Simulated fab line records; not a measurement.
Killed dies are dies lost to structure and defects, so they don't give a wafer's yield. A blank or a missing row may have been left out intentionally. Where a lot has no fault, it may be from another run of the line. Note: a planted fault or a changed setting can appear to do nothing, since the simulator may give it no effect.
Chamber matching || flow n5Finfet || rieDiel-02 running N5_DUMMY_GATE_STRIP_40: 4 sister chambers
The step strips in CF4. 4 wafers are shown with their chamber, then 11 later ones without.

== WAFERS PAIRED WITH THEIR CHAMBERS ==
{"wafer": "L081.1", "chamber": 2, "showerheadPlenumPTorr (Torr)": 1.90}
{"wafer": "L086.6", "chamber": 3, "showerheadPlenumPTorr (Torr)": 1.76}
{"wafer": "L088.5", "chamber": 1, "showerheadPlenumPTorr (Torr)": 1.72}
{"wafer": "L090.2", "chamber": 0, "showerheadPlenumPTorr (Torr)": 1.82}

== WAFERS WITHOUT THEIR CHAMBER ==
{"wafer": "L090.3", "showerheadPlenumPTorr (Torr)": 1.89}
{"wafer": "L090.6", "showerheadPlenumPTorr (Torr)": 1.89}
{"wafer": "L092.2", "showerheadPlenumPTorr (Torr)": 1.89}
{"wafer": "L092.4", "showerheadPlenumPTorr (Torr)": 1.75}
{"wafer": "L092.5", "showerheadPlenumPTorr (Torr)": 1.81}
{"wafer": "L094.1", "showerheadPlenumPTorr (Torr)": 1.81}
{"wafer": "L094.4", "showerheadPlenumPTorr (Torr)": 1.72}
{"wafer": "L094.5", "showerheadPlenumPTorr (Torr)": 1.89}
{"wafer": "L096.2", "showerheadPlenumPTorr (Torr)": 1.89}
{"wafer": "L096.3", "showerheadPlenumPTorr (Torr)": 1.72}
{"wafer": "L096.5", "showerheadPlenumPTorr (Torr)": 1.81}

== THE CHAMBER EACH PASSED THROUGH ==
{"wafer": "L090.3", "from the rows above": 2, "in truth": 2}
{"wafer": "L090.6", "from the rows above": 2, "in truth": 2}
{"wafer": "L092.2", "from the rows above": 2, "in truth": 2}
{"wafer": "L092.4", "from the rows above": 3, "in truth": 3}
{"wafer": "L092.5", "from the rows above": 0, "in truth": 0}
{"wafer": "L094.1", "from the rows above": 0, "in truth": 0}
{"wafer": "L094.4", "from the rows above": 1, "in truth": 1}
{"wafer": "L094.5", "from the rows above": 2, "in truth": 2}
{"wafer": "L096.2", "from the rows above": 2, "in truth": 2}
{"wafer": "L096.3", "from the rows above": 1, "in truth": 1}
{"wafer": "L096.5", "from the rows above": 0, "in truth": 0}
Correctly placed: 11 of 11. Number that these rows cannot place: 0. Wrongly placed: 0.
How it was worked out, from the rows above alone: a wafer's distance from a chamber is the root of the sum, over the readings, of the square of ((its reading less the chamber's mean) divided by the reading's scatter). The wafer belongs to the nearest chamber; if the next one is less than 2 further off, it can't be placed. A chamber's mean is the mean of its shown wafers. The scatter: root of mean squared gap, hidden wafer to nearest shown wafer, with one shown wafer a chamber.
